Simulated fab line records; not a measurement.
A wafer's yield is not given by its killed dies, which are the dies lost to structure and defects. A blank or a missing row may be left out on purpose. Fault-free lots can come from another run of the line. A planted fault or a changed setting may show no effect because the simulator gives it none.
Chamber matching | flow n5Finfet | N5_BEOL_M14_DEP_53 on pecvd-02: 3 sister chambers
The step deposits SiCN from 3MS/NH3, target thk 50 nm, time 17.8 s. 6 wafers are shown with their chamber, then 11 later ones without.

## WAFERS, EACH WITH ITS CHAMBER
wafer  | chamber | throttleValvePct (%) | showerheadPlenumPTorr (Torr)
L083.2 | 1       | 19.6                 | 4.198
L083.4 | 1       | 19.8                 | 4.198
L088.2 | 2       | 17.9                 | 4.172
L088.3 | 0       | 18.3                 | 4.171
L088.5 | 2       | 18.4                 | 4.186
L091.2 | 0       | 18.4                 | 4.170

## WAFERS WITHOUT THEIR CHAMBER
wafer  | throttleValvePct (%) | showerheadPlenumPTorr (Torr)
L091.4 | 17.7                 | 4.182
L091.6 | 20.0                 | 4.194
L092.2 | 20.0                 | 4.200
L092.5 | 17.9                 | 4.201
L092.6 | 19.4                 | 4.197
L094.4 | 18.3                 | 4.163
L094.5 | 17.8                 | 4.178
L094.6 | 19.7                 | 4.204
L096.1 | 16.5                 | 4.187
L096.2 | 18.2                 | 4.170
L096.3 | 17.9                 | 4.186

## EACH ONE'S CHAMBER
wafer  | from the rows above     | in truth
L091.4 | can't be placed: 2 or 0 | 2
L091.6 | 1                       | 1
L092.2 | 1                       | 1
L092.5 | can't be placed: 2 or 0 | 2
L092.6 | 1                       | 1
L094.4 | can't be placed: 0 or 2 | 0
L094.5 | can't be placed: 2 or 0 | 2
L094.6 | 1                       | 1
L096.1 | can't be placed: 2 or 0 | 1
L096.2 | can't be placed: 0 or 2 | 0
L096.3 | can't be placed: 2 or 0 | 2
Placed correctly: 4 of 11. Unplaceable from these rows: 7, with the true chamber sitting among the candidates in 6. Placed wrongly: 0.
How it was worked out, from the rows above alone: a wafer's distance from a chamber is the root of the sum, over the readings, of the square of ((its reading less the chamber's mean) divided by the reading's scatter). The wafer belongs to the nearest chamber; if the next one is less than 2 further off, it can't be placed. For every chamber, the mean is computed from those of its wafers that are shown. The scatter: take each reading less its chamber's mean, square it, sum over the shown wafers, divide by the number of wafers less the number of chambers, and take the root.
